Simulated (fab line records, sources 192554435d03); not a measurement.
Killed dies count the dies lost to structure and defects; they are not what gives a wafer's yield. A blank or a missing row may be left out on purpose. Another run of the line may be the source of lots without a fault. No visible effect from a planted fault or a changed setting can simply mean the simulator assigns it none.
fab line records	flow n5_finfet
[record] lots = 7	wafers = 21
route steps=1938 shown WELL_APT@39 PMOS_HMC_CHANNEL_EPI@57 DUMMY_GATE@220 SD_EPI_N@263
start_h: the number of hours between the record's first day and the start of the first shown wafer of the lot	wait_h: how many hours have passed since the lot's step before this one	" unchanged from the row above	L1.1+2: several wafers, shown together as one row	- either no value or no given start	* or withheld: withheld	< > ~ a bound
route shown NAME@n: names a module that has steps shown in the file, with the first one's number in the route	usual: average and standard deviation across the fault-free wafers	same: alike in all rows	chamber/n: place in a boat	sites: each site's reading	_std_site: standard deviation across them	_edge_site: mean of outer sites minus mean of inner sites	radius_mm: how far each site lies from the wafer's centre	mask NAME#n: copy n	behind: the tool/chamber that last shaped the wafer	hold: cause of the lot's hold/its duration in hours/its outcome	device: the n, p or np transistor that did not switch	end of line: the same wafers' tests at the end of the route	where a step has no rows: the recipe by itself	killed: count of dies lost to structure and defects at first sort (not the wafer's yield)	map: the dies of a wafer, with x for killed, . for not killed, _ for no die there
set.NAME: the setting that was run; set.NAME@STEP: the one run at that earlier step	model.NAME: the simulator's own value behind a step, which no gauge read
lots run with intentionally changed settings; tables by step, rows by wafer
[[steps]]
[step N5_WELL_APT_EXPOSE_22]
[recipe] mask_id = PWELL	na = 0.8	source_shape = conventional	sigma_outer = 0.8	polarization = unpolarized	defocus_nm = 0	target_cd_nm = 200	dose_mj = 23.2
lot.wafer	tool	chamber	start_h	wait_h	mask	set.dose_mj
L074.2+4+6	krf_scanner-01	0	14.53	-	PWELL#0	23.2
L077.3	krf_scanner-02	0	32.99	-	PWELL#0	23.2
L077.4+6	"	0	"	"	PWELL#0	24.08
L078.3+5+6	krf_scanner-02	0	38.56	-	PWELL#0	23.2
L079.2+5	krf_scanner-02	0	44.85	-	PWELL#0	23.2
L079.6	"	0	"	"	PWELL#0	21.84
L082.2+4	krf_scanner-02	0	62.76	-	PWELL#0	23.2
L082.6	"	0	"	"	PWELL#0	24.1
L094.3	krf_scanner-02	0	134.77	-	PWELL#0	21.77
L094.4+6	"	0	"	"	PWELL#0	23.2
L096.1+2+6	krf_scanner-02	0	146.63	-	PWELL#0	23.2
[step N5_WELL_APT_DEVELOP_24]
[recipe] develop_time_s = 45	rinse_liquid = surfactant_rinse	dry = air_spin	dev_temp_c = 21
lot.wafer	tool	chamber	start_h	wait_h	set.develop_time_s
L074.2+4+6	litho_track-03	0	-	-	45
L077.3+4+6	litho_track-05	0	-	-	45
L078.3+6	litho_track-05	0	-	-	47.97
L078.5	"	0	"	"	45
L079.2	litho_track-05	0	-	-	40.83
L079.5+6	"	0	"	"	45
L082.2+6	litho_track-03	0	-	-	53.73
L082.4	"	0	"	"	45
L094.3+6	litho_track-02	0	-	-	40.29
L094.4	"	0	"	"	45
L096.1+6	litho_track-03	0	-	-	40.48
L096.2	"	0	"	"	45
[step N5_WELL_APT_HARDBAKE_29]
[recipe] temp_c = 130	time_s = 120
[step N5_WELL_APT_CD_MEAS_25]
[recipe] target_cd_nm = 200	landing_energy_ev = 500	detector = se_inlens
[usual] cd_nm = 199.1/1.3
lot.wafer	tool	chamber	start_h	wait_h	set.dose_mj@WELL_APT_EXPOSE_22	cd_nm
L074.2	cd_sem-02	0	14.70	-	23.2	197.9
L074.4	"	0	"	"	23.2	198.9
L074.6	"	0	"	"	23.2	197.6
L077.3	cd_sem-03	0	33.15	-	23.2	198.6
L077.4	"	0	"	"	24.08	207.0
L077.6	"	0	"	"	24.08	206.3
L078.3	cd_sem-03	0	38.73	-	23.2	199.5
L078.5	"	0	"	"	23.2	199.7
L078.6	"	0	"	"	23.2	198.5
L079.2	cd_sem-03	0	45.02	-	23.2	200.5
L079.5	"	0	"	"	23.2	201.5
L079.6	"	0	"	"	21.84	189.1
L082.2	cd_sem-03	0	62.93	-	23.2	201.6
L082.4	"	0	"	"	23.2	198.1
L082.6	"	0	"	"	24.1	207.3
L094.3	cd_sem-02	0	134.93	-	21.77	187.3
L094.4	"	0	"	"	23.2	199.1
L094.6	"	0	"	"	23.2	199.5
L096.1	cd_sem-03	0	146.80	-	23.2	197.0
L096.2	"	0	"	"	23.2	197.5
L096.6	"	0	"	"	23.2	196.8
[step N5_WELL_APT_DESCUM_30]
[recipe] chemistry = O2	time_s = 7.9	source_power_w = 50	bias_power_w = 20	pressure_mtorr = 20	rf_frequency_hz = 2.712e+07	temp_c = 40	o2_flow_sccm = 225
lot.wafer	tool	chamber	start_h	wait_h	set.dose_mj@WELL_APT_EXPOSE_22	model.WELL_APT.cd_nm
L074.2+6	rie_diel-05	1,3	14.78	0.0	23.2	197.7
L074.4	"	3	"	"	23.2	199.1
L077.3	rie_diel-05	1	33.27	0.1	23.2	198.4
L077.4	"	2	"	"	24.08	206.9
L077.6	"	1	"	"	24.08	206.7
L078.3	rie_diel-05	1	38.81	0.0	23.2	199.4
L078.5	"	2	"	"	23.2	199.9
L078.6	"	3	"	"	23.2	198.4
L079.2	rie_diel-02	0	45.11	0.0	23.2	200.4
L079.5	"	1	"	"	23.2	201.5
L079.6	"	0	"	"	21.84	189.1
L082.2	rie_diel-02	3	63.02	0.0	23.2	201.5
L082.4	"	1	"	"	23.2	198.4
L082.6	"	2	"	"	24.1	207.5
L094.3	rie_diel-06	3	135.02	0.0	21.77	187.1
L094.4	"	1	"	"	23.2	199.1
L094.6	"	0	"	"	23.2	199.3
L096.1	rie_diel-02	0	146.89	0.0	23.2	197
L096.2	"	3	"	"	23.2	197.5
L096.6	"	1	"	"	23.2	196.8
[step N5_PMOS_HMC_CHANNEL_EPI_HM_DEP_34]
[recipe] material = SiO2	target_thk_a = 360	temp_c = 400	precursor = TEOS/O2	pressure_torr = 6.5	rf_w = 900	teos_flow_sccm = 161.4	gas = O2	flow_sccm = 2650	time_s = 6.9
lot.wafer	tool	chamber	start_h	wait_h	set.time_s	model.SiO2_of_PMOS_HMC_CHANNEL_EPI_HM_DEP_34.thk_nm
L074.2	pecvd-03	2	16.47	0.0	6.9	36.23
L074.4	"	1	"	"	6.9	36.99
L074.6	"	2	"	"	6.9	36.51
L077.3	pecvd-03	1	35.03	0.0	5.888	30.73
L077.4	"	0	"	"	5.888	31.69
L077.6	"	2	"	"	6.9	36.29
L078.3	pecvd-02	1	40.62	0.0	6.9	36.06
L078.5	"	1	"	"	6.9	36.22
L078.6	"	0	"	"	6.9	36.21
L079.2	pecvd-01	2	46.89	0.0	6.9	35.95
L079.5	"	2	"	"	6.9	36.56
L079.6	"	1	"	"	6.9	36.14
L082.2	pecvd-03	2	64.90	0.0	6.9	35.17
L082.4	"	1	"	"	7.791	40.55
L082.6	"	2	"	"	6.9	35.66
L094.3	pecvd-03	0	136.99	0.0	6.109	31.62
L094.4	"	1	"	"	6.9	36.03
L094.6	"	2	"	"	6.9	35.76
L096.1	pecvd-02	2	149.08	0.0	6.412	32.48
L096.2	"	0	"	"	6.412	33.39
L096.6	"	2	"	"	6.9	35.85
[step N5_PMOS_HMC_CHANNEL_EPI_EXPOSE_06]
[recipe] mask_id = PMOS_HMC_BLK	na = 1.35	source_shape = conventional	sigma_outer = 0.8	polarization = unpolarized	target_cd_nm = 240	dose_mj = 41
lot.wafer	tool	chamber	start_h	wait_h	mask	set.dose_mj
L074.2+4+6	arfi_scanner-03	0	16.75	-	PMOS_HMC_BLK#0	41
L077.3+4	arfi_scanner-01	0	35.32	-	PMOS_HMC_BLK#0	39.34
L077.6	"	0	"	"	PMOS_HMC_BLK#0	41
L078.3+6	arfi_scanner-01	0	40.78	-	PMOS_HMC_BLK#0	38.28
L078.5	"	0	"	"	PMOS_HMC_BLK#0	41
L079.2+5	arfi_scanner-01	0	47.05	-	PMOS_HMC_BLK#0	41
L079.6	"	0	"	"	PMOS_HMC_BLK#0	39.72
L082.2+4+6	arfi_scanner-03	0	65.06	-	PMOS_HMC_BLK#0	41
L094.3+4	arfi_scanner-01	0	137.28	-	PMOS_HMC_BLK#0	41
L094.6	"	0	"	"	PMOS_HMC_BLK#0	39.88
L096.1	arfi_scanner-01	0	149.38	-	PMOS_HMC_BLK#0	38.54
L096.2+6	"	0	"	"	PMOS_HMC_BLK#0	41
[step N5_PMOS_HMC_CHANNEL_EPI_PEB_07]
[recipe] peb_temp_c = 110	peb_time_s = 60	resist = CAR-ArF-block
[step N5_PMOS_HMC_CHANNEL_EPI_DEVELOP_08]
[recipe] develop_time_s = 30	developer = TMAH	resist = CAR-ArF-block	dev_temp_c = 23	rinse_liquid = diw	dry = air_spin
[step N5_PMOS_HMC_CHANNEL_EPI_CD_MEAS_09]
[recipe] target_cd_nm = 237.4	landing_energy_ev = 500	detector = se_inlens
[usual] cd_nm = 237.1/0.76
lot.wafer	tool	chamber	start_h	wait_h	set.dose_mj@PMOS_HMC_CHANNEL_EPI_EXPOSE_06	cd_nm
L074.2	cd_sem-02	0	16.87	-	41	236.9
L074.4	"	0	"	"	41	236.7
L074.6	"	0	"	"	41	235.9
L077.3	cd_sem-03	0	35.43	-	39.34	234.9
L077.4	"	0	"	"	39.34	235.2
L077.6	"	0	"	"	41	237.3
L078.3	cd_sem-03	0	40.90	-	38.28	232.2
L078.5	"	0	"	"	41	237.9
L078.6	"	0	"	"	38.28	232.0
L079.2	cd_sem-03	0	47.17	-	41	237.4
L079.5	"	0	"	"	41	236.3
L079.6	"	0	"	"	39.72	234.0
L082.2	cd_sem-01	0	65.18	-	41	236.3
L082.4	"	0	"	"	41	236.6
L082.6	"	0	"	"	41	235.8
L094.3	cd_sem-02	0	137.39	-	41	238.6
L094.4	"	0	"	"	41	237.1
L094.6	"	0	"	"	39.88	235.1
L096.1	cd_sem-02	0	149.50	-	38.54	232.4
L096.2	"	0	"	"	41	237.5
L096.6	"	0	"	"	41	237.7
[step N5_PMOS_HMC_CHANNEL_EPI_DESCUM_14]
[recipe] chemistry = O2	time_s = 7.9	source_power_w = 50	bias_power_w = 20	pressure_mtorr = 20	rf_frequency_hz = 2.712e+07	temp_c = 40	resist = CAR-ArF-block	o2_flow_sccm = 225
lot.wafer	tool	chamber	start_h	wait_h	set.dose_mj@PMOS_HMC_CHANNEL_EPI_EXPOSE_06	model.PMOS_HMC_CHANNEL_EPI.cd_nm
L074.2	rie_diel-03	0	16.96	0.0	41	237.1
L074.4	"	3	"	"	41	236.6
L074.6	"	0	"	"	41	235.9
L077.3	rie_diel-04	1	35.82	0.3	39.34	235.2
L077.4	"	2	"	"	39.34	235.1
L077.6	"	0	"	"	41	237.7
L078.3	rie_diel-01	1	40.98	0.0	38.28	232.1
L078.5	"	1	"	"	41	237.6
L078.6	"	2	"	"	38.28	231.9
L079.2	rie_diel-04	0	47.58	0.4	41	237.3
L079.5	"	1	"	"	41	236.6
L079.6	"	2	"	"	39.72	234.3
L082.2	rie_diel-03	0	65.26	0.0	41	236.4
L082.4	"	3	"	"	41	236.3
L082.6	"	0	"	"	41	235.8
L094.3	rie_diel-04	1	137.48	0.0	41	238.6
L094.4	"	0	"	"	41	237.4
L094.6	"	1	"	"	39.88	235.1
L096.1	rie_diel-04	3	149.59	0.0	38.54	232.6
L096.2+6	"	0	"	"	41	237.4
[step N5_PMOS_HMC_CHANNEL_EPI_ETCH_32]
[recipe] chemistry = N2/H2	target = BARC	stop_on = SiO2	target_depth_a = 858	over_etch_frac = 0.3	time_s = 50.3	ion_energy_ev = 200	mask_material = CAR-ArF-block	pressure_mtorr = 30	source_w = 840	bias_w = 150	n2_flow_sccm = 200	h2_flow_sccm = 200
lot.wafer	tool	chamber	start_h	wait_h	set.dose_mj@PMOS_HMC_CHANNEL_EPI_EXPOSE_06	model.PMOS_HMC_CHANNEL_EPI.cd_nm
L074.2	rie_diel-03	0	16.99	0.0	41	239.9
L074.4	"	3	"	"	41	239.8
L074.6	"	0	"	"	41	238.4
L077.3	rie_diel-04	1	35.86	0.0	39.34	238.3
L077.4	"	2	"	"	39.34	237.2
L077.6	"	0	"	"	41	240.4
L078.3	rie_diel-01	1	41.02	0.0	38.28	234.2
L078.5	"	1	"	"	41	239.5
L078.6	"	2	"	"	38.28	234.3
L079.2	rie_diel-04	0	47.62	0.0	41	239.4
L079.5	"	1	"	"	41	240.1
L079.6	"	2	"	"	39.72	237
L082.2	rie_diel-03	0	65.30	0.0	41	239.1
L082.4	"	3	"	"	41	238.7
L082.6	"	0	"	"	41	239
L094.3	rie_diel-04	1	137.51	0.0	41	241.7
L094.4	"	0	"	"	41	239.5
L094.6	"	1	"	"	39.88	238
L096.1	rie_diel-04	3	149.62	0.0	38.54	235.6
L096.2	"	0	"	"	41	239.7
L096.6	"	0	"	"	41	239.3
[step N5_PMOS_HMC_CHANNEL_EPI_HM_OPEN_15]
[recipe] chemistry = CHF3/O2	target = SiO2	mask_material = CAR-ArF-block	target_depth_a = 406	CHF3_flow_sccm = 50	O2_flow_sccm = 5	Ar_flow_sccm = 200	time_s = 20.3	pressure_mtorr = 30	source_w = 650	bias_w = 170	ion_energy_ev = 200
lot.wafer	tool	chamber	start_h	wait_h	set.dose_mj@PMOS_HMC_CHANNEL_EPI_EXPOSE_06	model.PMOS_HMC_CHANNEL_EPI.cd_nm
L074.2	rie_diel-03	0	17.04	0.0	41	240
L074.4	"	3	"	"	41	239.8
L074.6	"	0	"	"	41	238.5
L077.3	rie_diel-04	1	35.90	0.0	39.34	238.3
L077.4	"	2	"	"	39.34	237.3
L077.6	"	0	"	"	41	240.4
L078.3	rie_diel-01	1	41.06	0.0	38.28	234.2
L078.5	"	1	"	"	41	239.4
L078.6	"	2	"	"	38.28	234.3
L079.2	rie_diel-04	0	47.66	0.0	41	239.4
L079.5	"	1	"	"	41	240.1
L079.6	"	2	"	"	39.72	237.1
L082.2	rie_diel-03	0	65.34	0.0	41	239.2
L082.4	"	3	"	"	41	238.8
L082.6	"	0	"	"	41	239
L094.3	rie_diel-04	1	137.56	0.0	41	241.7
L094.4	"	0	"	"	41	239.5
L094.6	"	1	"	"	39.88	238
L096.1	rie_diel-04	3	149.67	0.0	38.54	235.6
L096.2	"	0	"	"	41	239.7
L096.6	"	0	"	"	41	239.3
[step N5_PMOS_HMC_CHANNEL_EPI_STRIP_33]
[recipe] chemistry = N2/H2	power_w = 500	temp_c = 40	pressure_mtorr = 50	rf_frequency_hz = 6e+07	overash_fraction = 0.3	bias_power_w = 8	h2_frac = 0.5	n2_flow_sccm = 300	h2_flow_sccm = 300
[step N5_PMOS_HMC_CHANNEL_EPI_STRIP_17]
[recipe] chemistry = SPM	time_s = 750	temp_c = 130	h2so4_h2o2_vol_ratio = 4	dry = ipa_marangoni
[step N5_PMOS_HMC_CHANNEL_EPI_ETCH_38]
[recipe] chemistry = CF4	target = SiO2	target_depth_a = 15	ion_energy_ev = 350	pressure_mtorr = 10	icp_w = 800	bias_w = 400	cf4_flow_sccm = 80
lot.wafer	tool	chamber	start_h	wait_h	set.time_s@PMOS_HMC_CHANNEL_EPI_HM_DEP_34	model.SiO2_of_PMOS_HMC_CHANNEL_EPI_HM_DEP_34.thk_nm
L074.2	rie_si-04	3	17.39	0.0	6.9	34.71
L074.4	"	1	"	"	6.9	35.55
L074.6	"	1	"	"	6.9	35.05
L077.3	rie_si-02	3	36.28	0.0	5.888	29.23
L077.4	"	0	"	"	5.888	30.17
L077.6	"	3	"	"	6.9	34.79
L078.3	rie_si-04	1	41.42	0.0	6.9	34.62
L078.5	"	1	"	"	6.9	34.76
L078.6	"	2	"	"	6.9	34.72
L079.2	rie_si-02	2	48.02	0.0	6.9	34.49
L079.5	"	1	"	"	6.9	35.04
L079.6	"	0	"	"	6.9	34.62
L082.2	rie_si-02	0	65.70	0.0	6.9	33.66
L082.4	"	2	"	"	7.791	39.09
L082.6	"	1	"	"	6.9	34.14
L094.3	rie_si-04	0	137.91	0.0	6.109	30.12
L094.4	"	2	"	"	6.9	34.51
L094.6	"	0	"	"	6.9	34.26
L096.1	rie_si-02	1	150.03	0.0	6.412	30.92
L096.2	"	0	"	"	6.412	31.88
L096.6	"	0	"	"	6.9	34.35
[step N5_DUMMY_GATE_HM_DEP_06]
[recipe] material = SiNx	target_thk_a = 800	precursor = DCS/NH3	temp_c = 700	pressure_mtorr = 300	time_s = 5141
lot.wafer	tool	chamber	start_h	wait_h	set.time_s	model.SiNx_of_DUMMY_GATE_HM_DEP_06.thk_nm
L074.2	lpcvd-02	0/95	44.10	0.0	5141	79.4
L074.4+6	"	0/104,0/114	"	"	5141	80.4
L077.3	-	-	-	0.0	4485	71.2
L077.4	"	-	"	"	4485	71
L077.6	"	-	"	"	4485	71.4
L078.3	-	-	-	0.0	4526	70.2
L078.5	"	-	"	"	4526	69.4
L078.6	"	-	"	"	4526	70.6
L079.2	-	-	-	0.0	5359	82.6
L079.5+6	"	-	"	"	5359	82.8
L082.2	-	-	-	0.0	5141	79.6
L082.4	"	-	"	"	5141	79.8
L082.6	"	-	"	"	5141	79
L094.3	-	-	-	0.0	5767	90
L094.4+6	"	-	"	"	5767	90.2
L096.1	-	-	-	3.6	5141	79.2
L096.2	"	-	"	"	5141	79.8
L096.6	"	-	"	"	5141	79
[step N5_DUMMY_GATE_COAT_28]
[recipe] resist = underlayer	temp_c = 205	time_s = 60	spin_rpm = 1500	resist_thk_nm = 10
lot.wafer	tool	chamber	start_h	wait_h	set.spin_rpm	model.underlayer_of_DUMMY_GATE_COAT_28.thk_nm
L074.2+4+6	litho_track-03	0	-	-	1500	10
L077.3+4	litho_track-04	0	-	-	1342	10.6
L077.6	"	0	"	"	1500	10
L078.3	litho_track-01	0	-	-	1500	10
L078.5+6	"	0	"	"	1368	10.4
L079.2+5	litho_track-04	0	-	-	1610	9.6
L079.6	"	0	"	"	1500	10
L082.2+4	litho_track-01	0	-	-	1565	9.8
L082.6	"	0	"	"	1500	10
L094.3+4	litho_track-03	0	-	-	1500	10
L094.6	"	0	"	"	1356	10.6
L096.1+2+6	litho_track-04	0	-	-	1500	10
[step N5_SD_EPI_N_COAT_33]
[recipe] resist = SiARC	temp_c = 220	time_s = 60	spin_rpm = 1500	resist_thk_nm = 35
lot.wafer	tool	chamber	start_h	wait_h	set.spin_rpm	model.SiARC_of_SD_EPI_N_COAT_33.thk_nm
L074.2+4+6	litho_track-03	0	-	-	1500	35
L077.3	litho_track-03	0	-	-	1500	35.2
L077.4	"	0	"	"	1570	34.4
L077.6	"	0	"	"	1500	35.4
L078.3+5	litho_track-05	0	-	-	1413	36.2
L078.6	"	0	"	"	1500	35.2
L079.2+5+6	litho_track-05	0	-	-	1500	35
L082.2	litho_track-03	0	-	-	1500	35
L082.4+6	"	0	"	"	1392	36.4
L094.3	litho_track-02	0	-	-	1640	33.4
L094.4+6	"	0	"	"	1500	35
L096.1+2	litho_track-03	0	-	-	1390	36.4
L096.6	"	0	"	"	1500	35
[step N5_SD_EPI_N_DESCUM_14]
[recipe] chemistry = O2	time_s = 7.9	source_power_w = 50	bias_power_w = 20	pressure_mtorr = 20	rf_frequency_hz = 2.712e+07	temp_c = 40	resist = CAR-ArF-block	o2_flow_sccm = 225
lot.wafer	tool	chamber	start_h	wait_h	set.time_s	model.CAR-ArF-block_of_SD_EPI_N_COAT_03.thk_nm
L074.2	rie_diel-05	0	50.88	0.0	7.9	143
L074.4	"	3	"	"	7.9	143.2
L074.6	"	0	"	"	7.9	143.4
L077.3	rie_diel-02	0	68.02	0.0	8.564	143.6
L077.4	"	3	"	"	7.9	144.4
L077.6	"	3	"	"	8.564	143.8
L078.3+5	rie_diel-05	0	72.44	0.2	8.89	142.8
L078.6	"	3	"	"	7.9	143.4
L079.2	rie_diel-02	0	78.01	0.0	7.9	143.8
L079.5	"	0	"	"	6.825	144.2
L079.6	"	1	"	"	6.825	144
L082.2	rie_diel-05	2	99.24	0.1	7.9	144.2
L082.4	"	3	"	"	7.9	144.4
L082.6	"	1	"	"	6.557	145
L094.3+6	rie_diel-06	3,2	173.77	0.1	7.9	144
L094.4	"	1	"	"	7.392	143.8
L096.1	rie_diel-05	0	191.43	0.0	7.9	144
L096.2	"	2	"	"	9.477	142.6
L096.6	"	3	"	"	9.477	142.8
[step N5_SD_EPI_N_ETCH_34]
[recipe] chemistry = CF4	target = SiARC	target_depth_a = 455	mask_material = CAR-ArF-block	time_s = 75.8	ion_energy_ev = 80	pressure_mtorr = 40	source_w = 545	bias_w = 36	Ar_flow_sccm = 100	cf4_flow_sccm = 100	ends = cleared
lot.wafer	tool	chamber	start_h	wait_h	set.spin_rpm@SD_EPI_N_COAT_33	model.etch.depth_nm
L074.2	rie_diel-05	0	50.92	0.0	1500	35.07
L074.4	"	3	"	"	1500	34.98
L074.6	"	0	"	"	1500	35.04
L077.3	rie_diel-02	0	68.05	0.0	1500	35.13
L077.4	"	3	"	"	1570	34.38
L077.6	"	3	"	"	1500	35.32
L078.3	rie_diel-05	0	72.47	0.0	1413	36.11
L078.5	"	0	"	"	1413	36.24
L078.6	"	3	"	"	1500	35.13
L079.2	rie_diel-02	0	78.04	0.0	1500	35.01
L079.5+6	"	0,1	"	"	1500	34.97
L082.2	rie_diel-05	2	99.27	0.0	1500	35.04
L082.4	"	3	"	"	1392	36.48
L082.6	"	1	"	"	1392	36.37
L094.3	rie_diel-06	3	173.80	0.0	1640	33.46
L094.4	"	1	"	"	1500	35
L094.6	"	2	"	"	1500	35.01
L096.1	rie_diel-05	0	191.47	0.0	1390	36.42
L096.2	"	2	"	"	1390	36.45
L096.6	"	3	"	"	1500	35.08
[step N5_SD_EPI_N_ETCH_35]
[recipe] chemistry = N2/H2	target = SOC	overetch_a = 1080	mask_material = SiARC	temp_c = 40	ion_energy_ev = 100	source_w = 3000	bias_w = 133	pressure_mtorr = 20	time_s = 486	n2_flow_sccm = 200	h2_flow_sccm = 200
lot.wafer	tool	chamber	start_h	wait_h	set.spin_rpm@SD_EPI_N_COAT_33	model.SiARC_of_SD_EPI_N_COAT_33.thk_nm
L074.2+4	rie_diel-05	0,3	50.97	0.0	1500	19.6
L074.6	"	0	"	"	1500	19.4
L077.3	rie_diel-02	0	68.11	0.0	1500	20.4
L077.4	"	3	"	"	1570	19.2
L077.6	"	3	"	"	1500	20
L078.3+5	rie_diel-05	0	72.53	0.0	1413	20.6
L078.6	"	3	"	"	1500	20
L079.2+5	rie_diel-02	0	78.10	0.0	1500	20.2
L079.6	"	1	"	"	1500	19.8
L082.2	rie_diel-05	2	99.33	0.0	1500	19.8
L082.4+6	"	3,1	"	"	1392	21.2
L094.3	rie_diel-06	3	173.86	0.0	1640	18.2
L094.4	"	1	"	"	1500	20
L094.6	"	2	"	"	1500	19.6
L096.1	rie_diel-05	0	191.52	0.0	1390	21
L096.2	"	2	"	"	1390	21.2
L096.6	"	3	"	"	1500	19.8
[step N5_SD_EPI_N_STRIP_36]
[recipe] chemistry = N2/H2	temp_c = 40	n2_flow_sccm = 200	h2_flow_sccm = 200	rf_frequency_hz = 6e+07
[step N5_SD_EPI_N_ETCHBACK_44]
[recipe] chemistry = CH3F/O2	mode = anisotropic_etchback	target = SiNx	target_depth_a = 145	stop_on = SiO2	over_etch_frac = 0.3	ion_energy_ev = 120	pressure_mtorr = 30	source_w = 395	bias_w = 73	Ar_flow_sccm = 150	CH3F_flow_sccm = 30	O2_flow_sccm = 20
lot.wafer	tool	chamber	start_h	wait_h	set.spin_rpm@SD_EPI_N_COAT_33	model.SiARC_of_SD_EPI_N_COAT_33.thk_nm
L074.2+4	rie_diel-05	0,3	51.30	0.0	1500	15.8
L074.6	"	0	"	"	1500	15.6
L077.3	rie_diel-02	0	68.44	0.0	1500	16.8
L077.4	"	3	"	"	1570	15.4
L077.6	"	3	"	"	1500	16.2
L078.3+5	rie_diel-05	0	72.85	0.0	1413	16.6
L078.6	"	3	"	"	1500	16.2
L079.2+5	rie_diel-02	0	78.42	0.0	1500	16.6
L079.6	"	1	"	"	1500	16
L082.2	rie_diel-05	2	99.65	0.0	1500	16.2
L082.4+6	"	3,1	"	"	1392	17.4
L094.3	rie_diel-06	3	174.18	0.0	1640	14.4
L094.4	"	1	"	"	1500	16.2
L094.6	"	2	"	"	1500	15.8
L096.1	rie_diel-05	0	191.85	0.0	1390	17.2
L096.2	"	2	"	"	1390	17.4
L096.6	"	3	"	"	1500	16
[[key]]
[split] step = N5_WELL_APT_EXPOSE_22	setting = dose_mj	stated = 23.2	by = wafer
[response] step = N5_WELL_APT_CD_MEAS_25	reading = cd_nm	change = +1.99	per = 1%	r = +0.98
[response] step = N5_WELL_APT_DESCUM_30	reading = model.WELL_APT.cd_nm	change = +2.02	per = 1%	r = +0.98
[split] step = N5_WELL_APT_DEVELOP_24	setting = develop_time_s	stated = 45	by = wafer
response none clear
[split] step = N5_PMOS_HMC_CHANNEL_EPI_HM_DEP_34	setting = time_s	stated = 6.9	by = wafer
[response] step = N5_PMOS_HMC_CHANNEL_EPI_HM_DEP_34	reading = model.SiO2_of_PMOS_HMC_CHANNEL_EPI_HM_DEP_34.thk_nm	change = +0.374	per = 1%	r = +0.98
[response] step = N5_PMOS_HMC_CHANNEL_EPI_ETCH_38	reading = model.SiO2_of_PMOS_HMC_CHANNEL_EPI_HM_DEP_34.thk_nm	change = +0.376	per = 1%	r = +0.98
[split] step = N5_PMOS_HMC_CHANNEL_EPI_EXPOSE_06	setting = dose_mj	stated = 41	by = wafer
[response] step = N5_PMOS_HMC_CHANNEL_EPI_CD_MEAS_09	reading = cd_nm	change = +0.836	per = 1%	r = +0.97
[response] step = N5_PMOS_HMC_CHANNEL_EPI_DESCUM_14	reading = model.PMOS_HMC_CHANNEL_EPI.cd_nm	change = +0.816	per = 1%	r = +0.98
[response] step = N5_PMOS_HMC_CHANNEL_EPI_ETCH_32	reading = model.PMOS_HMC_CHANNEL_EPI.cd_nm	change = +0.743	per = 1%	r = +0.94
[response] step = N5_PMOS_HMC_CHANNEL_EPI_HM_OPEN_15	reading = model.PMOS_HMC_CHANNEL_EPI.cd_nm	change = +0.733	per = 1%	r = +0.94
[split] step = N5_DUMMY_GATE_HM_DEP_06	setting = time_s	stated = 5141	by = lot
[response] step = N5_DUMMY_GATE_HM_DEP_06	reading = model.SiNx_of_DUMMY_GATE_HM_DEP_06.thk_nm	change = +0.774	per = 1%	r = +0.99
[split] step = N5_DUMMY_GATE_COAT_28	setting = spin_rpm	stated = 1500	by = wafer
[response] step = N5_DUMMY_GATE_COAT_28	reading = model.underlayer_of_DUMMY_GATE_COAT_28.thk_nm	change = -0.0549	per = 1%	r = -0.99
[split] step = N5_SD_EPI_N_COAT_33	setting = spin_rpm	stated = 1500	by = wafer
[response] step = N5_SD_EPI_N_COAT_33	reading = model.SiARC_of_SD_EPI_N_COAT_33.thk_nm	change = -0.182	per = 1%	r = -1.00
[response] step = N5_SD_EPI_N_ETCH_34	reading = model.etch.depth_nm	change = -0.178	per = 1%	r = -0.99
[response] step = N5_SD_EPI_N_ETCH_35	reading = model.SiARC_of_SD_EPI_N_COAT_33.thk_nm	change = -0.172	per = 1%	r = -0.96
[response] step = N5_SD_EPI_N_ETCHBACK_44	reading = model.SiARC_of_SD_EPI_N_COAT_33.thk_nm	change = -0.163	per = 1%	r = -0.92
[split] step = N5_SD_EPI_N_DESCUM_14	setting = time_s	stated = 7.9	by = wafer
[response] step = N5_SD_EPI_N_DESCUM_14	reading = model.CAR-ArF-block_of_SD_EPI_N_COAT_03.thk_nm	change = -0.0473	per = 1%	r = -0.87
